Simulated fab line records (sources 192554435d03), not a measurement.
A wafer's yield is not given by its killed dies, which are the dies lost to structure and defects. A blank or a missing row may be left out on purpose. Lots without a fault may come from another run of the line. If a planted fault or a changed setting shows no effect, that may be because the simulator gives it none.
fab line records -- flow n5Finfet
record: lots: 10, wafers: 30, lastDay: 21
route steps=1938 shown ILD0@335 SDB@359 BEOL_M4@1111
lots that met no fault: taken from a fault-free run of the same line
startH: start of the lot's first displayed wafer, in hours after the record's first day -- waitH: time in hours since the lot's previous step -- " repeats the value in the row above -- L1.1+2: a single row standing in for several wafers -- - value missing, or start not given -- * or withheld: withheld -- < > ~ a bound
route shown NAME@n: a module of which the file shows steps, and the number in the route of the first -- usual: mean/standard deviation of fault-free wafers -- same: alike in all rows -- chamber/n: place in a boat -- sites: readings site by site -- _std_site: their standard deviation -- _edge_site: outer sites' mean less inner sites' -- radiusMm: for every site, how far away it sits from the centre of the wafer -- mask NAME#n: copy n -- behind: tool/chamber where the wafer was last shaped -- hold: reason for holding the lot/hours on hold/outcome of the hold -- device: transistor that didn't switch, given as n, p or np -- end of line: the same wafers' tests at the end of the route -- step lacking rows: just its recipe -- killed: count of dies lost to structure and defects at first sort (not the wafer's yield) -- map: dies across one wafer; x = killed, . = not, _ = none there
set.NAME: the setting the step ran with; set.NAME@STEP: the setting that earlier step ran with -- model.NAME: the simulator's own value behind a step, which no gauge read
route steps across a sampled set of lots; one table per step, one row per wafer
services: the hour from which a tool's chamber was out of use, counted from the record's first day as startH (under 0 if before that day), plus the number of hours and why
== steps ==
step: N5_ILD0_LINER_00
recipe: material: SiNx, targetThkA: 40, tempC: 400, aldPrecursorFamily: SiH2I2, aldCoReactant: N2/H2-plasma, pulseTimeS: 1, purgeTimeS: 2, coReactantPurgeTimeS: 2, aldCycles: 80, pressureTorr: 2
usual: heaterPowerW: 885/63, precursorPulseHeightRel: 0.999/0.021, susceptorTempC: 399.99/0.21
same: purgeTimeS: 2
lot.wafer,tool,chamber,startH,waitH,heaterPowerW,precursorPulseHeightRel,sinceWetCleanH,susceptorTempC
L548.1,aldSin-03,1,57.51,0.0,887,0.996,247,399.73
L548.4,aldSin-03,2,57.51,0.0,812,1.024,247,400.03
L548.6,aldSin-03,1,57.51,0.0,886,0.974,-,400.15
L556.3,aldSin-04,0,104.57,0.0,871,0.979,96,400.04
L556.4,aldSin-04,3,104.57,0.0,798,0.988,96,399.80
L556.6,aldSin-04,3,104.57,0.0,800,0.985,-,400.25
L557.2,aldSin-03,1,110.51,0.0,867,1.016,300,399.70
L557.3,aldSin-03,2,110.51,0.0,820,1.026,300,400.25
L557.6,aldSin-03,3,110.51,0.0,928,1.031,-,400.10
L558.1,aldSin-03,1,120.72,0.0,900,1.024,310,400.10
L558.4,aldSin-03,0,120.72,0.0,968,1.008,310,399.98
L558.5,aldSin-03,0,120.72,0.0,961,1.010,-,399.75
L559.2,aldSin-04,2,127.01,0.0,892,1.010,119,399.93
L559.3,aldSin-04,1,127.01,0.0,981,0.974,119,399.98
L559.4,aldSin-04,1,127.01,0.0,982,1.039,-,399.94
L560.2,aldSin-01,3,131.27,0.3,856,0.995,227,399.70
L560.3,aldSin-01,2,131.27,0.3,868,0.993,227,400.50
L560.4,aldSin-01,0,131.27,0.3,758,1.020,227,400.03
L566.2,aldSin-01,1,167.16,0.0,932,1.017,263,399.87
L566.3,aldSin-01,3,167.16,0.0,894,0.987,263,400.21
L566.5,aldSin-01,0,167.16,0.0,750,1.028,-,400.16
L567.2,aldSin-03,1,172.34,0.0,895,0.989,362,399.55
L567.3,aldSin-03,2,172.34,0.0,827,1.040,362,400.02
L567.6,aldSin-03,3,172.34,0.0,945,1.007,-,400.08
L568.2,aldSin-04,1,183.15,0.1,985,0.977,175,400.28
L568.3,aldSin-04,2,183.15,0.1,891,0.979,175,399.79
L568.4,aldSin-04,0,183.15,0.1,870,0.987,175,399.87
L569.1,aldSin-04,3,186.53,0.0,827,1.003,178,399.99
L569.2,aldSin-04,1,186.53,0.0,979,0.978,178,399.86
L569.6,aldSin-04,2,186.53,0.0,885,1.003,-,399.86
step: N5_ILD0_THK_MEAS_04
usual: thkNm: 197.6/0.97
lot.wafer,tool,chamber,startH,waitH,thkNm
L548.1,filmMetro-02,-,60.17,-,196.2
L548.4,filmMetro-02,-,60.17,-,197.4
L548.6,filmMetro-02,-,60.17,-,198.0
L556.3,filmMetro-02,-,107.23,-,197.4
L556.4,filmMetro-02,-,107.23,-,199.6
L556.6,filmMetro-02,-,107.23,-,197.6
L557.2,filmMetro-02,-,113.17,-,198.0
L557.3,filmMetro-02,-,113.17,-,196.3
L557.6,filmMetro-02,-,113.17,-,196.8
L558.1,filmMetro-01,-,123.74,-,197.9
L558.4,filmMetro-01,-,123.74,-,197.5
L558.5,filmMetro-01,-,123.74,-,198.5
L559.2,filmMetro-01,-,129.67,-,198.2
L559.3,filmMetro-01,-,129.67,-,199.4
L559.4,filmMetro-01,-,129.67,-,197.2
L560.2,filmMetro-01,-,133.93,-,197.3
L560.3,filmMetro-01,-,133.93,-,196.2
L560.4,filmMetro-01,-,133.93,-,197.9
L566.2,filmMetro-02,-,169.99,-,197.9
L566.3,filmMetro-02,-,169.99,-,197.2
L566.5,filmMetro-02,-,169.99,-,198.5
L567.2,filmMetro-01,-,175.01,-,196.8
L567.3,filmMetro-01,-,175.01,-,196.9
L567.6,filmMetro-01,-,175.01,-,196.4
L568.2,filmMetro-01,-,185.83,-,197.9
L568.3,filmMetro-01,-,185.83,-,198.3
L568.4,filmMetro-01,-,185.83,-,196.4
L569.1,filmMetro-02,-,189.20,-,198.6
L569.2,filmMetro-02,-,189.20,-,195.7
L569.6,filmMetro-02,-,189.20,-,197.6
step: N5_ILD0_CMP_12
recipe: stopOn: poly-Si, material: SiNx, tOverpolishS: 6, postCmpClean: alkalineBrush, downForcePsi: 2.5, platenRpm: 51.8, padVelocityMS: 1.0307, targetThkNm: 17.67
usual: headPressurePsi: 2.499/0.0052, motorCurrentA: 9.3/0.84, overpolishRunS: 6.000/0.0087, padLifeWafers: 1190/440, timeToEndpointS: 28.7/2.4
lot.wafer,tool,chamber,startH,waitH,headPressurePsi,motorCurrentA,overpolishRunS,padLifeWafers,timeToEndpointS
L548.1,cmp-01,0,63.49,1.2,2.502,9.8,5.989,733,28.6
L548.4,cmp-01,2,63.49,1.2,2.495,8.6,5.994,735,24.8
L548.6,cmp-01,3,63.49,1.2,2.502,8.1,6.006,-,26.8
L556.3,cmp-03,0,110.55,1.2,2.508,9.7,5.997,812,30.6
L556.4,cmp-03,1,110.55,1.2,2.506,10.0,6.002,813,32.0
L556.6,cmp-03,2,110.55,1.2,2.499,10.2,5.998,-,30.4
L557.3,cmp-03,2,116.42,1.1,2.502,10.3,5.992,852,28.8
L557.2,cmp-03,3,116.42,1.1,2.505,8.6,6.014,853,26.1
L557.6,cmp-03,2,116.42,1.1,2.493,10.0,6.000,-,30.4
L558.1,cmp-01,2,127.02,1.2,2.501,8.7,5.995,1129,23.6
L558.4,cmp-01,3,127.02,1.2,2.503,8.4,5.995,1130,28.2
L558.5,cmp-01,1,127.02,1.2,2.497,7.9,6.007,-,27.3
L559.2,cmp-03,1,132.99,1.1,2.504,10.4,5.997,972,33.2
L559.4,cmp-03,2,132.99,1.1,2.506,9.8,5.979,973,29.7
L559.3,cmp-03,3,132.99,1.1,2.498,8.7,6.015,974,31.6
L560.2,cmp-02,0,137.17,1.1,2.492,8.8,6.011,1758,31.8
L560.4,cmp-02,1,137.17,1.1,2.498,9.2,5.990,1759,29.9
L560.3,cmp-02,3,137.17,1.1,2.503,10.3,6.001,1761,30.5
L566.3,cmp-01,0,173.37,1.1,2.695,10.5,5.996,1470,30.5
L566.2,cmp-01,1,173.37,1.1,2.494,7.8,5.998,1471,28.5
L566.5,cmp-01,0,173.37,1.1,2.699,10.9,6.008,-,30.5
L567.3,cmp-03,2,178.29,1.2,2.502,10.3,6.011,1435,27.0
L567.2,cmp-03,0,178.29,1.2,2.501,9.8,6.015,1437,26.6
L567.6,cmp-03,2,178.29,1.2,2.503,10.2,6.006,-,25.4
L568.2,cmp-01,3,189.46,1.3,2.504,8.2,5.994,1638,26.1
L568.3,cmp-01,0,189.46,1.3,2.702,10.3,6.005,1639,27.8
L568.4,cmp-01,1,189.46,1.3,2.493,7.3,5.989,1640,24.0
L569.2,cmp-02,2,192.72,1.1,2.507,9.4,5.998,150,28.9
L569.1,cmp-02,1,192.72,1.1,2.512,9.4,6.001,153,31.3
L569.6,cmp-02,2,192.72,1.1,2.504,9.1,5.989,-,30.7
step: N5_SDB_DESCUM_16
recipe: chemistry: O2, timeS: 7.9, sourcePowerW: 50, biasPowerW: 20, pressureMtorr: 20, rfFrequencyHz: 2.712e+07, tempC: 40, resist: CAR-ArF, o2FlowSccm: 225
usual: chamberPressureMTorr: 20.001/0.019, drypumpMotorCurrentA: 5.69/0.2, oesProductAu: 0.77/0.07, rfVppV: 243.3/1.3, showerheadPlenumPTorr: 2.09/0.066, throttleValvePct: 20.48/0.24
lot.wafer,tool,chamber,startH,waitH,chamberPressureMTorr,drypumpMotorCurrentA,oesProductAu,rfHoursCounterH,rfVppV,showerheadPlenumPTorr,throttleValvePct
L548.1,rieDiel-01,3,64.35,0.0,20.007,5.86,0.69,211,243.2,2.05,20.18
L548.4,rieDiel-01,1,64.35,0.0,20.000,5.57,0.90,-,244.5,2.19,20.23
L548.6,rieDiel-01,3,64.35,0.0,20.005,5.86,0.69,-,243.1,2.05,20.20
L556.3,rieDiel-01,1,111.37,0.0,19.985,5.53,0.89,41,245.7,2.19,20.24
L556.4,rieDiel-01,3,111.37,0.0,19.982,5.88,0.68,222,243.0,2.05,20.20
L556.6,rieDiel-01,1,111.37,0.0,19.987,5.53,0.88,-,245.1,2.19,20.27
L557.2,rieDiel-04,0,117.53,0.2,19.991,5.86,0.69,248,243.8,2.08,20.96
L557.3,rieDiel-04,1,117.53,0.2,20.019,5.93,0.69,241,243.4,2.07,20.70
L557.6,rieDiel-04,1,117.53,0.2,20.001,5.90,0.69,-,243.3,2.07,20.71
L558.1,rieDiel-03,1,127.75,0.0,19.992,5.78,0.81,92,241.7,2.03,20.67
L558.4,rieDiel-03,1,127.75,0.0,19.962,5.79,0.80,-,242.6,2.03,20.67
L558.5,rieDiel-03,3,127.75,0.0,20.002,5.65,0.81,-,243.0,1.98,20.06
L559.2,rieDiel-03,1,133.76,0.0,19.989,5.78,0.80,93,240.6,2.03,20.66
L559.3,rieDiel-03,0,133.76,0.0,19.991,5.54,0.72,184,243.1,2.09,20.55
L559.4,rieDiel-03,2,133.76,0.0,19.998,5.98,0.75,151,244.2,2.17,20.38
L560.2,rieDiel-03,3,138.06,0.0,19.978,5.65,0.80,110,241.4,1.98,20.08
L560.3,rieDiel-03,1,138.06,0.0,20.029,5.77,0.80,94,241.8,2.03,20.67
L560.4,rieDiel-03,0,138.06,0.0,20.032,5.52,0.71,185,243.0,2.09,20.56
L566.2,rieDiel-04,0,174.14,0.0,20.005,5.83,0.95,11,242.2,2.07,20.61
L566.3,rieDiel-04,3,174.14,0.0,20.032,5.22,0.75,165,244.2,2.18,20.87
L566.5,rieDiel-04,0,174.14,0.0,20.004,5.86,0.95,-,243.8,2.07,20.61
L567.2,rieDiel-04,3,179.05,0.1,20.005,5.25,0.75,167,244.0,2.18,20.86
L567.3,rieDiel-04,2,179.05,0.1,20.018,5.41,0.67,238,244.2,2.16,20.47
L567.6,rieDiel-04,0,179.05,0.1,20.044,5.87,0.93,-,241.6,2.07,20.61
L568.2,rieDiel-01,0,190.35,0.0,19.967,5.69,0.82,92,241.9,2.01,20.26
L568.3,rieDiel-01,3,190.35,0.0,19.972,5.84,0.67,249,243.7,2.04,20.24
L568.4,rieDiel-01,2,190.35,0.0,20.025,5.65,0.74,163,244.8,2.08,20.80
L569.1,rieDiel-03,1,193.62,0.0,19.996,5.77,0.78,114,241.3,2.02,20.71
L569.2,rieDiel-03,2,193.62,0.0,20.011,5.98,0.74,174,244.3,2.16,20.41
L569.6,rieDiel-03,2,193.62,0.0,20.002,5.95,0.74,-,245.6,2.16,20.42
step: N5_BEOL_M4_RC_MEAS_101
usual: DIBL_N: 36.1/2.3, DIBL_P: 36/3.2, IOFF_N: 0.16/0.045, IOFF_P: 0.21/0.049, ION_N: 674/14, ION_P: 462/8.4, SS_N: 71.6/0.83, SS_P: 73.2/0.87, VT_N: 249/3.8, VT_P: -250/3.4
lot.wafer,tool,chamber,startH,waitH,DIBL_N[mV/V],DIBL_P[mV/V],IOFF_N[nA/um],IOFF_P[nA/um],ION_N[uA/um],ION_P[uA/um],SS_N[mV/dec],SS_P[mV/dec],VT_N[mV],VT_P[mV]
L548.1,prober-02,0,236.98,0.3,35.1,34,0.13,0.21,659,461,70.7,72.9,250,-249
L548.4,prober-02,0,236.98,0.3,39.1,39,0.20,0.28,675,466,72.3,73.6,248,-246
L548.6,prober-02,0,236.98,0.3,37.9,37,0.18,0.25,673,465,71.7,73.7,248,-245
L556.3,prober-02,0,286.86,0.3,34.9,34,0.12,0.15,652,444,70.7,71.9,253,-255
L556.4,prober-02,0,286.86,0.3,36.0,36,0.14,0.19,668,456,71.9,73.5,251,-255
L556.6,prober-02,0,286.86,0.3,34.8,33,0.12,0.15,645,439,70.9,72.9,254,-257
L560.2,prober-02,0,297.29,0.2,34.9,35,0.13,0.20,682,472,71.0,73.2,253,-250
L560.3,prober-02,0,297.29,0.2,35.4,33,0.13,0.17,662,458,71.3,72.0,251,-255
L560.4,prober-02,0,297.29,0.2,34.2,33,0.11,0.15,648,444,70.2,72.0,257,-256
L558.1,prober-01,0,303.85,0.0,33.8,34,0.16,0.22,667,462,71.5,73.0,248,-248
L558.4,prober-01,0,303.85,0.0,34.2,34,0.14,0.21,662,460,71.5,72.4,250,-249
L558.5,prober-01,0,303.85,0.0,34.2,34,0.15,0.21,684,474,71.1,73.1,248,-249
L557.2,prober-01,0,313.61,0.2,31.5,30,0.09,0.14,645,446,70.8,72.5,257,-254
L557.3,prober-01,0,313.61,0.2,30.9,30,0.09,0.14,657,456,69.4,71.8,254,-252
L557.6,prober-01,0,313.61,0.2,30.0,29,0.09,0.13,653,455,69.6,71.3,256,-255
L559.2,prober-02,0,317.56,0.2,35.8,34,0.12,0.21,652,457,71.0,73.4,254,-251
L559.3,prober-02,0,317.56,0.2,35.1,34,0.13,0.20,662,464,71.3,71.6,251,-249
L559.4,prober-02,0,317.56,0.2,37.7,37,0.16,0.25,675,465,71.9,73.4,251,-247
L566.2,prober-02,0,355.66,0.2,36.0,35,0.16,0.22,669,460,71.3,72.8,248,-247
L566.3,prober-02,0,355.66,0.2,34.3,33,0.15,0.20,670,459,71.2,72.3,248,-248
L566.5,prober-02,0,355.66,0.2,38.8,39,0.24,0.29,688,464,72.0,73.4,243,-247
L568.2,prober-02,0,358.83,0.2,37.6,38,0.17,0.20,673,458,71.3,73.8,248,-252
L568.3,prober-02,0,358.83,0.2,39.2,41,0.21,0.28,674,466,72.2,75.1,249,-249
L568.4,prober-02,0,358.83,0.2,36.5,37,0.15,0.20,675,462,71.2,73.9,248,-254
L567.2,prober-01,0,388.49,0.2,35.1,37,0.15,0.23,659,460,71.3,73.8,250,-250
L567.3,prober-01,0,388.49,0.2,36.6,38,0.19,0.23,682,457,72.4,73.2,248,-250
L567.6,prober-01,0,388.49,0.2,35.3,37,0.15,0.21,665,454,71.9,73.4,252,-250
L569.1,prober-02,0,388.83,0.0,40.9,44,0.28,0.38,686,469,73.0,75.4,241,-241
L569.2,prober-02,0,388.83,0.0,40.3,43,0.30,0.36,695,472,72.4,74.8,239,-240
L569.6,prober-02,0,388.83,0.0,39.2,41,0.26,0.31,685,464,72.8,75.0,243,-243
== services ==
tool,chamber,startH,hours,kind
rieDiel-01,-,34.96,2.1,repair
cmp-03,-,47.52,0.4,repair
cmp-01,-,47.87,3.1,repair
rieDiel-04,-,50.82,2.8,pm
rieDiel-01,0,54.23,13.5,repair
rieDiel-03,0,56.45,17.9,repair
aldSin-04,-,64.86,0.8,repair
cmp-01,-,70.35,2.1,repair
cmp-03,-,70.76,1.3,repair
rieDiel-03,3,73.73,36.7,repair
aldSin-03,3,78.05,2.7,repair
cmp-02,-,87.25,5.0,pm
rieDiel-04,3,94.76,1.6,repair
aldSin-03,0,102.01,11.3,repair
cmp-01,-,102.15,0.5,repair
rieDiel-01,-,114.20,2.8,pm
rieDiel-03,2,115.16,18.1,repair
aldSin-04,3,122.15,16.0,repair
cmp-01,-,155.52,4.0,repair
aldSin-03,0,159.56,17.0,repair
cmp-02,-,168.43,4.0,pm
aldSin-04,0,172.52,3.1,repair
aldSin-03,-,178.22,14.0,pm
cmp-03,-,183.47,7.5,pm
== key ==
firstSign: step: N5_ILD0_CMP_12, reading: headPressurePsi, direction: up, sigmas: 38, usual: 2.499, struck: 2.699
effect none on later readings
metAt N5_ILD0_CMP_12
struckLots L566,L568
struckWafers L566.3,L566.5,L568.3
rowsEnd L566.3
notActingAt N5_ILD0_LINER_00,N5_ILD0_THK_MEAS_04,N5_SDB_DESCUM_16
onsetBetween 63.49 173.37
fault: kind: processParameterDrift, tool: cmp-01, chamber: 0, onsetH: 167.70, steps: N5_ILD0_CMP_12, channel: downForcePsi, offset: 0.20117, shape: step, actsIn: theseRecipesOnly, stated: 2.5
rowsEnd: these wafers met a further fault down the route, and their rows from its step on are left out
